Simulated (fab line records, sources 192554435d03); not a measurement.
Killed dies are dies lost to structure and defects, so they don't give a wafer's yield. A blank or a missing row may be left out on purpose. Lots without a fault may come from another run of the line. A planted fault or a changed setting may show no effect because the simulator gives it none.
fab line records | flow n5_finfet
record lots=24 wafers=72 last_day=17
route steps=1938 shown BEOL_M6@1251 BEOL_M7@1277 BEOL_M8@1336
lots that met no fault: from a run of the same line without faults
start_h: hours from the record's first day to the start of the lot's first wafer shown | wait_h: hours since the lot's step before | " the same as in the row above | L1.1+2: a row that stands for several wafers | - no value, or no start given | * or withheld: withheld | < > ~ a bound
route shown NAME@n: a module of which the file shows steps, and the number in the route of the first | usual: mean/standard deviation of fault-free wafers | same: alike in all rows | chamber/n: place in a boat | sites: the reading at each site | _std_site: their standard deviation | _edge_site: outer sites' mean less inner sites' | radius_mm: how far each site lies from the wafer's centre | mask NAME#n: copy n | behind: the tool/chamber that last shaped the wafer | hold: why the lot was held/for how many hours/how that ended | device: the transistor (n, p or np) that didn't switch | end of line: the same wafers' tests at the end of the route | a step without rows: its recipe alone | killed: dies lost to structure and defects at the first sort, not the wafer's yield | map: a wafer's dies, x killed, . not, _ none there
set.NAME: the setting as run; set.NAME@STEP: as run at that earlier step | model.NAME: the simulator's own value behind a step, which no gauge read
steps of the route over a sample of lots; a table a step, a row a wafer
services: from which hour (start_h, from the record's first day; less than 0 if before it) a tool's chamber was out of use, for how many hours, and why
## steps
# step N5_BEOL_M6_ALD_77
# recipe material=TaN target_thk_a=20 temp_c=275 ald_precursor_family=PDMAT ald_co_reactant=NH3 pressure_torr=3 carrier_flow_sccm=1500 pulse_time_s=2 purge_time_s=3 co_reactant_purge_time_s=2 co_reactant_pulse_time_s=3 ald_cycles=40 precursor_vessel_temp_c=75 precursor_vessel_pressure_torr=26.25 precursor_vessel_carrier_sccm=1000
# usual chamber_pressure_Torr=3.000/0.0069 heater_power_w=421/24
# columns lot.wafer tool chamber start_h wait_h chamber_pressure_Torr heater_power_w since_wet_clean_h
L074.4 ald_metal-02 3 174.76 0.0 2.996 416 1376
L074.5 " 2 " " 2.999 409 -
L074.6 " 1 " " 2.994 428 -
L075.1 ald_metal-02 1 189.52 0.1 2.996 414 1391
L075.3 " 3 " " 2.991 405 1391
L075.6 " 0 " " 2.993 472 -
L076.1 ald_metal-02 1 199.71 0.0 2.992 417 1401
L076.3 " 2 " " 2.996 406 1401
L076.5 " 1 " " 2.996 389 -
L077.1 ald_metal-03 2 200.30 0.0 2.996 386 6017
L077.2 " 0 " " 2.999 431 6017
L077.5 " 1 " " 3.016 443 -
L078.1 ald_metal-02 2 217.98 0.0 3.002 414 1419
L078.3 " 0 " " 2.998 467 1419
L078.5 " 2 " " 3.010 404 -
L080.1 ald_metal-03 1 218.52 0.0 3.000 442 6035
L080.4 " 0 " " 3.002 431 6035
L080.6 " 3 " " 2.991 389 -
L079.2 ald_metal-01 0 218.62 0.1 2.999 441 2958
L079.4 " 3 " " 2.995 405 2958
L079.5 " 2 " " 3.014 413 -
L081.3 ald_metal-02 2 221.67 0.0 2.992 412 1423
L081.4 " 1 " " 3.001 420 1423
L081.5 " 0 " " 2.991 466 -
L082.2 ald_metal-01 2 242.46 0.1 2.989 422 2982
L082.3 " 1 " " 3.011 407 2982
L082.6 " 0 " " 2.999 442 -
L083.3 ald_metal-03 3 245.02 0.0 3.002 386 6062
L083.4 " 0 " " 3.000 412 6062
L083.5 " 1 " " 3.004 439 -
L084.4 ald_metal-01 1 248.92 0.1 3.001 409 2989
L084.5 " 2 " " 3.008 421 -
L084.6 " 1 " " 3.011 404 -
L085.2 ald_metal-01 0 249.45 0.0 2.991 443 2989
L085.4 " 1 " " 3.002 398 2989
L085.5 " 0 " " 2.987 426 -
L086.1 ald_metal-03 3 252.99 0.2 3.000 397 6070
L086.2 " 1 " " 3.002 454 6070
L086.6 " 2 " " 2.986 390 -
L087.1 ald_metal-02 2 253.26 0.0 2.996 398 1455
L087.2 " 1 " " 2.995 426 1455
L087.3 " 3 " " 3.001 428 1455
L088.1 ald_metal-03 1 272.39 0.1 3.003 430 6089
L088.4 " 2 " " 2.998 388 6089
L088.5 " 1 " " 3.007 443 -
L089.1 ald_metal-01 3 276.69 0.0 2.994 410 3016
L089.3 " 2 " " 2.996 419 3016
L089.6 " 3 " " 2.991 407 -
L090.3 ald_metal-02 1 282.00 0.0 3.004 414 1483
L090.4 " 2 " " 2.989 409 1483
L090.6 " 0 " " 2.997 477 -
L091.1 ald_metal-01 2 294.15 0.1 3.000 424 3034
L091.2 " 3 " " 2.996 392 3034
L091.6 " 0 " " 2.996 445 -
L092.1 ald_metal-01 2 306.17 0.0 3.001 424 3046
L092.2 " 1 " " 2.989 402 3046
L092.3 " 0 " " 3.010 455 3046
L095.1 ald_metal-03 1 314.24 0.1 3.008 453 6131
L095.4 " 3 " " 2.992 393 6131
L095.5 " 1 " " 3.009 444 -
L093.3 ald_metal-01 1 316.33 0.0 2.999 400 3056
L093.4 " 3 " " 2.985 406 3056
L093.6 " 2 " " 2.999 423 -
L097.2 ald_metal-01 1 316.86 0.0 3.005 399 3057
L097.3 " 0 " " 3.002 445 3057
L097.6 " 0 " " 3.015 435 -
L094.1 ald_metal-02 2 323.60 0.0 2.999 407 1525
L094.4 " 3 " " 2.993 404 1525
L094.6 " 2 " " 3.006 403 -
L096.3 ald_metal-02 0 331.20 0.0 2.998 480 1533
L096.4 " 1 " " 3.001 413 1533
L096.6 " 1 " " 3.003 421 -
# step N5_BEOL_M7_OVL_MEAS_12
# recipe points_per_wafer=44
# usual M7_OVL=0.0/0.93
# same points_per_wafer=44
# columns lot.wafer tool chamber start_h wait_h M7_OVL[nm]
L074.4 overlay-02 0 178.30 0.0 -0.8
L074.5 " 0 " " 0.4
L074.6 " 0 " " -0.9
L075.1 overlay-02 0 195.46 0.0 0.6
L075.3 " 0 " " 0.2
L075.6 " 0 " " -0.3
L076.1 overlay-02 0 203.63 0.0 0.6
L076.3 " 0 " " -1.0
L076.5 " 0 " " 1.0
L077.1 overlay-02 0 203.98 0.0 -0.4
L077.2 " 0 " " -0.9
L077.5 " 0 " " -0.1
L078.1 overlay-02 0 221.78 0.0 -0.1
L078.3 " 0 " " -0.6
L078.5 " 0 " " -0.3
L080.1 overlay-01 0 222.01 0.0 -2.2
L080.4 " 0 " " -1.3
L080.6 " 0 " " -0.5
L079.2 overlay-01 0 222.24 0.0 -1.2
L079.4 " 0 " " 0.1
L079.5 " 0 " " 1.1
L081.3 overlay-01 0 225.17 0.0 0.0
L081.4 " 0 " " 1.0
L081.5 " 0 " " 0.4
L082.2 overlay-01 0 246.46 0.0 0.7
L082.3 " 0 " " -0.4
L082.6 " 0 " " 1.1
L083.3 overlay-02 0 249.24 0.0 0.5
L083.4 " 0 " " 0.2
L083.5 " 0 " " -1.0
L084.4 overlay-02 0 252.60 0.0 0.7
L084.5 " 0 " " 0.3
L084.6 " 0 " " 0.2
L085.2 overlay-02 0 254.64 0.0 0.0
L085.4 " 0 " " -1.1
L085.5 " 0 " " 0.1
L086.1 overlay-01 0 257.58 0.0 1.6
L086.2 " 0 " " 1.1
L086.6 " 0 " " 0.4
L087.1 overlay-02 0 257.62 0.0 -0.9
L087.2 " 0 " " -0.8
L087.3 " 0 " " -0.5
L088.1 overlay-02 0 276.92 0.0 2.1
L088.4 " 0 " " 1.5
L088.5 " 0 " " 2.2
L089.1 overlay-02 0 279.93 0.0 0.5
L089.3 " 0 " " 0.8
L089.6 " 0 " " -0.5
L090.3 overlay-02 0 286.74 0.0 -1.5
L090.4 " 0 " " -0.5
L090.6 " 0 " " -0.5
L091.1 overlay-02 0 298.98 0.0 -1.1
L091.2 " 0 " " -1.3
L091.6 " 0 " " -2.1
L092.1 overlay-02 0 309.53 0.0 0.6
L092.2 " 0 " " 0.1
L092.3 " 0 " " 0.6
L095.1 overlay-01 0 319.09 0.0 0.9
L095.4 " 0 " " 1.7
L095.5 " 0 " " 0.7
L093.3 overlay-02 0 323.07 0.0 0.6
L093.4 " 0 " " -0.8
L093.6 " 0 " " -0.3
L097.2 overlay-01 0 323.50 0.0 -0.1
L097.3 " 0 " " 0.7
L097.6 " 0 " " 1.6
L094.1 overlay-01 0 327.82 0.0 1.0
L094.4 " 0 " " 1.0
L094.6 " 0 " " 1.8
L096.3 overlay-02 0 336.44 0.0 -0.5
L096.4 " 0 " " 0.2
L096.6 " 0 " " -0.4
# step N5_BEOL_M7_DESCUM_16
# recipe chemistry=O2 time_s=7.9 source_power_w=50 bias_power_w=20 pressure_mtorr=20 rf_frequency_hz=2.712e+07 temp_c=40 resist=CAR-ArF o2_flow_sccm=225
# usual chamber_pressure_mTorr=20.000/0.018 drypump_motor_current_A=5.7/0.54 oes_product_au=0.80/0.084 rf_fwd_power_W=49.34/0.2 rf_vpp_V=242.7/1.3 showerhead_plenum_p_Torr=2.07/0.065 throttle_valve_pct=20.35/0.14
# columns lot.wafer tool chamber start_h wait_h chamber_pressure_mTorr drypump_motor_current_A oes_product_au rf_fwd_power_W rf_hours_counter_h rf_vpp_V showerhead_plenum_p_Torr throttle_valve_pct
L074.4 rie_diel-06 1 178.62 0.3 19.981 6.6 0.88 49.35 50 244.9 2.21 20.37
L074.5 " 0 " " 19.966 5.8 0.96 49.32 - 242.4 2.06 20.19
L074.6 " 1 " " 20.011 6.6 0.88 49.17 - 245.5 2.21 20.40
L075.1 rie_diel-06 3 195.81 0.3 19.985 5.9 0.84 49.34 57 241.4 2.04 20.19
L075.3 " 2 " " 20.004 5.7 0.69 49.37 222 243.3 2.07 20.19
L075.6 " 0 " " 19.990 5.8 0.94 49.29 - 242.7 2.06 20.20
L076.1 rie_diel-02 0 203.95 0.3 20.027 5.9 0.70 49.31 228 242.4 2.06 20.48
L076.3 " 1 " " 20.007 6.0 0.96 49.58 10 241.5 2.05 20.27
L076.5 " 1 " " 20.018 6.0 0.95 49.40 - 242.1 2.05 20.26
L077.1 rie_diel-06 0 204.24 0.2 19.998 5.8 0.93 49.40 20 242.9 2.06 20.20
L077.2 " 1 " " 19.991 6.6 0.86 49.38 58 246.3 2.21 20.40
L077.5 " 1 " " 19.988 6.6 0.86 49.20 - 247.3 2.21 20.40
L078.1 rie_diel-01 0 222.13 0.3 20.011 5.7 0.74 49.13 160 245.7 2.18 20.59
L078.3 " 2 " " 19.976 4.9 0.81 49.44 85 240.8 2.04 20.25
L078.5 " 0 " " 19.982 5.7 0.74 49.04 - 243.6 2.18 20.60
L080.1 rie_diel-01 3 222.45 0.4 19.994 4.7 0.81 49.37 104 243.9 2.03 20.28
L080.4 " 2 " " 19.952 4.9 0.79 49.50 85 241.2 2.04 20.27
L080.6 " 2 " " 19.961 4.9 0.81 49.39 - 242.6 2.04 20.26
L079.2 rie_diel-01 1 223.34 1.1 20.010 5.8 0.74 49.48 161 242.0 2.00 20.15
L079.4 " 3 " " 19.997 4.7 0.82 49.48 105 241.3 2.03 20.29
L079.5 " 0 " " 20.005 5.7 0.74 48.93 - 243.4 2.18 20.61
L081.3 rie_diel-01 3 226.02 0.8 20.005 4.7 0.81 49.33 106 242.1 2.03 20.28
L081.4 " 1 " " 20.007 5.8 0.74 49.74 162 242.2 2.00 20.14
L081.5 " 2 " " 19.994 4.9 0.80 49.39 - 242.3 2.04 20.26
L082.2 rie_diel-06 3 246.52 0.0 19.993 5.9 0.82 49.37 76 240.6 2.04 20.23
L082.3 " 0 " " 20.024 5.8 0.91 49.22 36 241.7 2.06 20.23
L082.6 " 1 " " 19.977 6.6 0.86 49.41 - 242.6 2.20 20.41
L083.3 rie_diel-02 1 249.35 0.1 20.042 6.1 0.93 49.47 20 242.4 2.04 20.28
L083.4 " 3 " " 20.007 5.5 0.69 49.79 222 244.8 2.16 20.46
L083.5 " 3 " " 20.021 5.5 0.68 49.52 - 244.9 2.16 20.45
L084.4 rie_diel-02 0 252.66 0.0 19.990 5.9 0.70 48.91 239 243.2 2.06 20.53
L084.5 " 1 " " 20.026 6.1 0.93 49.25 - 243.1 2.04 20.28
L084.6 " 0 " " 19.990 5.9 0.69 49.24 - 241.6 2.06 20.51
L085.2 rie_diel-01 1 254.70 0.0 19.985 5.7 0.73 49.41 172 240.4 2.00 20.16
L085.4 " 0 " " 19.976 5.8 0.74 48.96 172 243.6 2.17 20.59
L085.5 " 3 " " 20.028 4.7 0.81 49.51 - 242.1 2.02 20.28
L086.1 rie_diel-02 3 257.64 0.0 19.984 5.6 0.69 49.41 225 244.1 2.15 20.48
L086.2 " 0 " " 20.000 5.9 0.69 49.13 241 244.2 2.06 20.51
L086.6 " 3 " " 19.981 5.6 0.69 49.51 - 244.2 2.16 20.47
L087.1 rie_diel-06 3 257.73 0.1 20.020 5.9 0.81 49.47 79 243.0 2.03 20.24
L087.2 " 0 " " 20.044 5.8 0.90 49.65 40 243.3 2.05 20.21
L087.3 " 2 " " 20.011 5.7 0.68 49.50 244 243.7 2.06 20.24
L088.1 rie_diel-01 1 277.19 0.2 19.986 5.8 0.73 49.52 180 239.9 2.00 20.18
L088.4 " 2 " " 20.002 4.9 0.79 49.28 105 242.1 2.03 20.29
L088.5 " 2 " " 20.005 4.9 0.78 49.30 - 241.2 2.03 20.30
L089.1 rie_diel-02 0 280.22 0.3 19.994 5.9 0.70 48.98 249 241.7 2.06 20.53
L089.3 " 2 " " 19.989 6.0 0.89 49.78 42 243.5 2.05 20.48
L089.6 " 0 " " 20.029 5.9 0.70 49.18 - 241.8 2.06 20.52
L090.3 rie_diel-01 3 286.94 0.0 19.996 4.7 0.79 49.45 125 242.7 2.02 20.29
L090.4 " 1 " " 19.983 5.7 0.73 49.55 184 241.6 2.00 20.18
L090.6 " 2 " " 20.023 4.9 0.77 49.46 - 241.8 2.03 20.30
L091.1 rie_diel-02 3 299.07 0.1 19.976 5.6 0.66 49.28 242 245.2 2.15 20.50
L091.2 " 2 " " 20.000 6.0 0.88 49.90 50 242.7 2.05 20.48
L091.6 " 1 " " 20.007 6.0 0.90 49.27 - 243.1 2.04 20.32
L092.1 rie_diel-01 3 309.59 0.0 20.005 4.6 0.77 49.33 133 242.5 2.02 20.29
L092.2 " 0 " " 19.996 5.8 0.71 48.82 193 243.5 2.17 20.64
L092.3 " 1 " " 20.000 5.8 0.71 49.71 194 242.9 1.99 20.19
L095.1 rie_diel-02 3 319.15 0.0 19.977 5.6 0.67 49.54 248 243.4 2.15 20.51
L095.4 " 2 " " 20.027 6.0 0.87 49.69 - 241.1 2.05 20.49
L095.5 " 1 " " 20.011 6.1 0.88 49.28 - 243.7 2.04 20.31
L093.3 rie_diel-01 2 323.23 0.1 19.975 5.0 0.77 49.51 114 241.4 2.03 20.31
L093.4 " 0 " " 19.991 5.7 0.71 49.20 196 242.1 2.16 20.65
L093.6 " 1 " " 20.018 5.8 0.72 49.58 - 242.1 1.99 20.18
L097.2 rie_diel-06 0 323.88 0.3 20.013 5.8 0.87 49.13 57 241.8 2.05 20.24
L097.3 " 3 " " 19.989 5.9 0.80 49.25 96 242.7 2.03 20.26
L097.6 " 0 " " 20.013 5.8 0.87 49.39 - 243.4 2.05 20.27
L094.1 rie_diel-01 1 328.31 0.5 19.993 5.8 0.71 49.29 198 242.1 1.99 20.19
L094.4 " 3 " " 19.984 4.7 0.77 49.28 139 242.5 2.02 20.33
L094.6 " 2 " " 19.996 5.0 0.77 49.44 - 242.0 2.03 20.31
L096.3 rie_diel-06 3 336.49 0.0 19.999 5.9 0.79 49.40 100 242.6 2.03 20.27
L096.4 " 3 " " 19.980 5.9 0.79 49.23 - 242.1 2.03 20.28
L096.6 " 0 " " 19.996 5.8 0.86 49.23 - 241.7 2.05 20.24
# step N5_BEOL_M7_INSPECT_30
# recipe mode=adi inspect_instrument=brightfield
# usual raw_defect_count=457/95
# columns lot.wafer tool chamber start_h wait_h raw_defect_count
L074.4 defect_inspect-02 - 181.30 0.0 404
L074.5 " - " " 334
L074.6 " - " " 383
L075.1 defect_inspect-02 - 197.02 0.1 425
L075.3 " - " " 478
L075.6 " - " " 497
L076.1 defect_inspect-02 - 206.22 0.1 562
L076.3 " - " " 384
L076.5 " - " " 419
L077.1 defect_inspect-02 - 206.39 0.1 432
L077.2 " - " " 582
L077.5 " - " " 410
L078.1 defect_inspect-01 - 223.99 0.1 478
L078.3 " - " " 510
L078.5 " - " " 387
L080.1 defect_inspect-02 - 224.15 0.1 373
L080.4 " - " " 255
L080.6 " - " " 494
L079.2 defect_inspect-02 - 225.00 0.0 301
L079.4 " - " " 420
L079.5 " - " " 541
L081.3 defect_inspect-01 - 226.96 0.0 365
L081.4 " - " " 748
L081.5 " - " " 591
L082.2 defect_inspect-02 - 247.75 0.0 425
L082.3 " - " " 349
L082.6 " - " " 303
L083.3 defect_inspect-01 - 251.38 0.0 570
L083.4 " - " " 695
L083.5 " - " " 441
L084.4 defect_inspect-01 - 253.54 0.0 469
L084.5 " - " " 522
L084.6 " - " " 452
L085.2 defect_inspect-02 - 256.08 0.0 399
L085.4 " - " " 440
L085.5 " - " " 463
L087.1 defect_inspect-01 - 259.16 0.1 347
L087.2 " - " " 502
L087.3 " - " " 497
L086.1 defect_inspect-02 - 259.48 0.1 286
L086.2 " - " " 382
L086.6 " - " " 364
L088.1 defect_inspect-02 - 278.52 0.1 528
L088.4 " - " " 499
L088.5 " - " " 639
L089.1 defect_inspect-01 - 281.88 0.1 308
L089.3 " - " " 451
L089.6 " - " " 593
L090.3 defect_inspect-02 - 289.33 0.0 359
L090.4 " - " " 414
L090.6 " - " " 379
L091.1 defect_inspect-02 - 301.15 0.1 397
L091.2 " - " " 396
L091.6 " - " " 312
L092.1 defect_inspect-01 - 313.01 0.1 599
L092.2 " - " " 577
L092.3 " - " " 353
L095.1 defect_inspect-01 - 322.67 0.1 487
L095.4 " - " " 540
L095.5 " - " " 570
L093.3 defect_inspect-01 - 324.43 0.0 453
L093.4 " - " " 605
L093.6 " - " " 561
L097.2 defect_inspect-01 - 324.92 0.0 440
L097.3 " - " " 373
L097.6 " - " " 554
L094.1 defect_inspect-01 - 330.16 0.1 479
L094.4 " - " " 554
L094.6 " - " " 507
L096.3 defect_inspect-02 - 338.91 0.0 486
L096.4 " - " " 370
L096.6 " - " " 477
# step N5_BEOL_M7_TRENCH_ETCH_37
# recipe chemistry=C4F6/O2 target_depth_a=934.78 target=SiCOH_lowk time_s=31.2 ion_energy_ev=250 pressure_mtorr=30 source_w=345 bias_w=185 Ar_flow_sccm=300 C4F6_flow_sccm=10 O2_flow_sccm=10
# usual O2_flow_sccm=10.00/0.033 chamber_pressure_mTorr=30.001/0.026 drypump_motor_current_A=5.7/0.51 oes_product_au=0.80/0.084 rf_fwd_power_W=339.7/1.5 rf_vpp_V=664/8.8 showerhead_plenum_p_Torr=2.81/0.091 throttle_valve_pct=20.79/0.18
# columns lot.wafer tool chamber start_h wait_h O2_flow_sccm chamber_pressure_mTorr drypump_motor_current_A oes_product_au rf_fwd_power_W rf_hours_counter_h rf_vpp_V showerhead_plenum_p_Torr throttle_valve_pct
L074.4 rie_diel-06 0 - - 10.04 29.997 5.8 0.95 339.3 13 658 2.79 20.61
L074.5 " 3 " " 10.01 29.992 5.9 0.85 339.0 - 660 2.78 20.67
L074.6 " 0 " " 10.00 29.975 5.8 0.96 340.0 - 659 2.79 20.60
L075.1 rie_diel-01 2 - - 9.98 30.017 4.9 0.81 340.4 78 663 2.77 20.65
L075.3 " 1 " " 10.00 30.020 5.8 0.75 340.4 153 653 2.73 20.57
L075.6 " 3 " " 10.01 30.011 4.7 0.82 341.1 - 666 2.75 20.62
L076.1 rie_diel-02 1 - - 10.04 30.014 6.1 0.94 340.2 11 659 2.81 20.85
L076.3 " 0 " " 10.02 29.999 5.9 0.70 340.0 229 658 2.82 21.02
L076.5 " 2 " " 9.98 29.987 6.0 0.92 341.1 - 659 2.78 20.84
L077.1 rie_diel-06 0 - - 9.95 30.009 5.8 0.93 340.4 21 659 2.79 20.62
L077.2 " 2 " " 10.05 30.016 5.7 0.69 339.9 225 664 2.81 20.68
L077.5 " 3 " " 9.93 30.001 5.9 0.84 341.1 - 661 2.77 20.66
L078.1 rie_diel-06 1 - - 9.96 29.995 6.6 0.86 338.6 61 684 3.00 20.92
L078.3 " 0 " " 10.08 30.019 5.8 0.93 339.4 29 658 2.78 20.63
L078.5 " 1 " " 9.98 29.991 6.6 0.86 339.6 - 682 3.00 20.95
L080.1 rie_diel-01 2 - - 9.99 29.987 4.9 0.80 340.8 87 663 2.76 20.66
L080.4 " 0 " " 10.00 29.985 5.8 0.72 336.8 162 676 2.97 21.15
L080.6 " 1 " " 10.08 30.013 5.8 0.73 342.3 - 653 2.72 20.58
L079.2 rie_diel-01 1 - - 9.97 29.979 5.8 0.74 341.2 162 652 2.72 20.58
L079.4 " 3 " " 9.99 30.016 4.7 0.80 340.6 106 665 2.74 20.65
L079.5 " 0 " " 9.98 29.977 5.7 0.74 338.3 - 676 2.97 21.16
L081.3 rie_diel-01 3 - - 10.01 30.012 4.7 0.81 339.7 107 665 2.74 20.66
L081.4 " 2 " " 10.02 30.006 5.0 0.80 339.6 89 664 2.76 20.65
L081.5 " 1 " " 10.00 30.000 5.8 0.74 338.4 - 653 2.72 20.59
L082.2 rie_diel-06 1 - - 10.01 30.012 6.6 0.85 338.4 68 684 3.00 20.96
L082.3 " 0 " " 9.96 29.960 5.8 0.91 340.3 36 659 2.78 20.62
L082.6 " 3 " " 9.98 29.967 5.9 0.82 338.7 - 662 2.77 20.68
L083.3 rie_diel-01 0 - - 10.02 29.978 5.8 0.72 337.2 171 676 2.96 21.19
L083.4 " 3 " " 9.98 30.019 4.7 0.79 342.8 113 666 2.74 20.66
L083.5 " 1 " " 10.02 29.975 5.8 0.74 340.1 - 652 2.72 20.59
L084.4 rie_diel-06 1 - - 10.05 29.988 6.6 0.86 339.7 70 683 3.00 20.95
L084.5 " 0 " " 9.95 29.965 5.7 0.90 339.6 - 658 2.78 20.65
L084.6 " 1 " " 10.04 29.990 6.6 0.85 339.9 - 683 3.00 20.96
L085.2 rie_diel-02 1 - - 9.96 30.032 6.1 0.92 340.7 23 658 2.80 20.87
L085.4 " 0 " " 9.98 30.018 5.9 0.70 336.5 241 658 2.81 21.04
L085.5 " 2 " " 9.97 29.991 6.0 0.90 342.0 - 660 2.78 20.86
L087.1 rie_diel-01 0 - - 9.98 30.018 5.7 0.73 337.0 174 677 2.96 21.19
L087.2 " 2 " " 10.01 29.998 4.9 0.79 340.9 99 662 2.76 20.70
L087.3 " 1 " " 9.98 29.990 5.8 0.74 340.5 174 652 2.72 20.61
L086.1 rie_diel-06 2 - - 9.98 30.003 5.7 0.67 339.5 245 664 2.80 20.71
L086.2 " 3 " " 10.04 29.988 5.9 0.82 338.8 80 661 2.76 20.68
L086.6 " 2 " " 10.05 30.038 5.7 0.67 341.4 - 662 2.80 20.72
L088.1 rie_diel-02 2 - - 9.96 29.984 6.0 0.90 341.6 41 661 2.78 20.85
L088.4 " 3 " " 9.99 30.026 5.6 0.67 342.3 233 665 2.91 20.92
L088.5 " 3 " " 10.01 30.017 5.5 0.67 342.0 - 666 2.91 20.93
L089.1 rie_diel-01 3 - - 9.97 30.079 4.7 0.79 340.8 124 666 2.73 20.67
L089.3 " 2 " " 10.02 29.979 5.0 0.79 339.9 107 662 2.75 20.68
L089.6 " 0 " " 10.04 30.006 5.7 0.72 335.8 - 676 2.96 21.19
L090.3 rie_diel-01 0 - - 9.98 29.990 5.7 0.71 336.8 185 677 2.96 21.19
L090.4 " 2 " " 10.01 30.058 4.9 0.77 338.5 110 662 2.75 20.70
L090.6 " 1 " " 9.97 29.968 5.8 0.72 338.7 - 653 2.71 20.62
L091.1 rie_diel-06 1 - - 10.04 29.969 6.6 0.83 338.0 80 683 2.99 20.96
L091.2 " 2 " " 10.01 30.011 5.6 0.68 341.3 252 664 2.80 20.72
L091.6 " 2 " " 10.02 30.049 5.6 0.67 339.7 - 664 2.80 20.73
L092.1 rie_diel-02 1 - - 9.97 30.016 6.1 0.89 340.8 44 658 2.79 20.93
L092.2 " 2 " " 9.99 30.016 6.0 0.87 340.1 55 661 2.77 20.89
L092.3 " 3 " " 9.98 30.013 5.6 0.66 340.6 246 666 2.91 20.95
L095.1 rie_diel-02 1 - - 10.00 30.013 6.0 0.87 341.1 47 658 2.79 20.90
L095.4 " 3 " " 10.05 30.004 5.6 0.66 339.4 249 665 2.90 20.94
L095.5 " 1 " " 10.01 29.971 6.0 0.88 342.0 - 658 2.79 20.92
L093.3 rie_diel-06 3 - - 9.98 30.018 5.9 0.80 339.5 97 659 2.76 20.73
L093.4 " 0 " " 10.00 29.993 5.8 0.87 339.2 - 658 2.77 20.67
L093.6 " 3 " " 9.98 30.015 5.9 0.81 340.6 - 661 2.76 20.73
L097.2 rie_diel-06 3 - - 9.97 30.047 5.9 0.79 339.1 97 660 2.76 20.72
L097.3 " 1 " " 9.94 29.984 6.6 0.82 337.7 88 684 2.99 20.99
L097.6 " 3 " " 10.00 30.001 5.9 0.79 337.3 - 661 2.76 20.72
L094.1 rie_diel-01 1 - - 10.00 29.986 5.8 0.71 342.0 199 652 2.71 20.64
L094.4 " 3 " " 10.03 30.031 4.7 0.78 340.9 141 663 2.73 20.68
L094.6 " 1 " " 10.04 30.020 5.8 0.72 341.9 - 652 2.71 20.65
L096.3 rie_diel-01 2 - - 9.97 30.001 4.9 0.76 340.4 121 661 2.75 20.70
L096.4 " 1 " " 10.02 29.961 5.8 0.71 340.2 202 653 2.71 20.65
L096.6 " 0 " " 9.97 30.028 5.7 0.70 338.1 - 676 2.95 21.22
# step N5_BEOL_M8_HM_DEP_02
# recipe material=TiN target_thk_a=200 temp_c=25 chamber_pressure_pa=0.49996
# usual throttle_valve_pct=30.1/0.96
# columns lot.wafer tool chamber start_h wait_h throttle_valve_pct
L074.4 pvd_sputter-03 - 186.28 1.4 29.9
L074.5 " - " " 29.3
L074.6 " - " " 31.7
L075.1 pvd_sputter-03 - 202.93 1.2 29.1
L075.3 " - " " 30.1
L075.6 " - " " 31.8
L076.1 pvd_sputter-03 - 211.63 1.7 29.9
L076.3 " - " " 30.0
L076.5 " - " " 31.7
L077.1 pvd_sputter-02 - 211.89 1.0 28.9
L077.2 " - " " 29.2
L077.5 " - " " 29.4
L078.1 pvd_sputter-01 - 228.86 0.7 30.1
L078.3 " - " " 32.0
L078.5 " - " " 29.8
L080.1 pvd_sputter-01 - 229.62 0.7 30.0
L080.4 " - " " 32.0
L080.6 " - " " 31.9
L079.2 pvd_sputter-01 - 229.82 0.8 30.8
L079.4 " - " " 30.0
L079.5 " - " " 30.0
L081.3 pvd_sputter-03 - 232.89 0.5 29.4
L081.4 " - " " 30.2
L081.5 " - " " 30.0
L082.2 pvd_sputter-03 - 252.17 0.5 29.1
L082.3 " - " " 32.0
L082.6 " - " " 29.1
L083.3 pvd_sputter-02 - 256.92 1.8 29.2
L083.4 " - " " 29.0
L083.5 " - " " 30.3
L084.4 pvd_sputter-02 - 260.20 1.1 28.9
L084.5 " - " " 29.2
L084.6 " - " " 29.4
L085.2 pvd_sputter-01 - 260.23 0.6 32.0
L085.4 " - " " 30.0
L085.5 " - " " 29.7
L087.1 pvd_sputter-01 - 264.28 0.9 30.1
L087.2 " - " " 30.6
L087.3 " - " " 31.8
L086.1 pvd_sputter-02 - 265.87 1.9 29.5
L086.2 " - " " 28.8
L086.6 " - " " 28.9
L088.1 pvd_sputter-02 - 286.23 2.3 28.9
L088.4 " - " " 29.9
L088.5 " - " " 29.2
L089.1 pvd_sputter-01 - 289.42 1.4 29.8
L089.3 " - " " 29.9
L089.6 " - " " 30.0
L090.3 pvd_sputter-03 - 295.05 0.3 29.7
L090.4 " - " " 30.3
L090.6 " - " " 29.2
L091.1 pvd_sputter-02 - 308.62 2.2 29.2
L091.2 " - " " 29.3
L091.6 " - " " 29.2
L092.1 pvd_sputter-03 - 318.45 0.8 30.0
L092.2 " - " " 29.3
L092.3 " - " " 31.6
L095.1 pvd_sputter-01 - 327.50 1.0 31.8
L095.4 " - " " 30.9
L095.5 " - " " 30.0
L093.3 pvd_sputter-01 - 330.66 1.8 32.0
L093.4 " - " " 29.7
L093.6 " - " " 30.4
L097.2 pvd_sputter-01 - 330.76 1.3 29.8
L097.3 " - " " 30.8
L097.6 " - " " 29.9
L094.1 pvd_sputter-02 - 336.01 2.1 29.8
L094.4 " - " " 30.0
L094.6 " - " " 29.3
L096.3 pvd_sputter-01 - 344.24 0.4 29.9
L096.4 " - " " 30.7
L096.6 " - " " 31.7
## services
# columns tool chamber start_h hours kind
ald_metal-02 - 156.57 0.7 repair
ald_metal-01 - 160.28 0.9 repair
rie_diel-02 - 215.56 14.6 pm
rie_diel-01 - 231.04 0.4 repair
rie_diel-06 - 276.05 14.6 pm
rie_diel-02 - 279.98 0.2 repair
rie_diel-02 0 283.46 - clean
rie_diel-02 0 283.46 - consumable_replace:focus_ring
rie_diel-02 0 283.46 27.3 scheduled_down
rie_diel-02 0 283.46 27.3 vent_cycle
rie_diel-06 2 307.59 1.2 repair
rie_diel-06 2 308.94 - clean
rie_diel-06 2 308.94 - consumable_replace:focus_ring
rie_diel-06 2 308.94 16.3 scheduled_down
rie_diel-06 2 308.94 16.3 vent_cycle
rie_diel-02 0 316.35 5.3 repair
ald_metal-02 - 317.00 6.0 pm
pvd_sputter-02 - 317.00 6.5 repair
rie_diel-02 3 326.91 - clean
rie_diel-02 3 326.91 - consumable_replace:focus_ring
rie_diel-02 3 326.91 21.4 scheduled_down
rie_diel-02 3 326.91 21.4 vent_cycle
rie_diel-06 2 335.32 3.3 repair
ald_metal-03 - 337.25 14.0 pm
## key
fault none
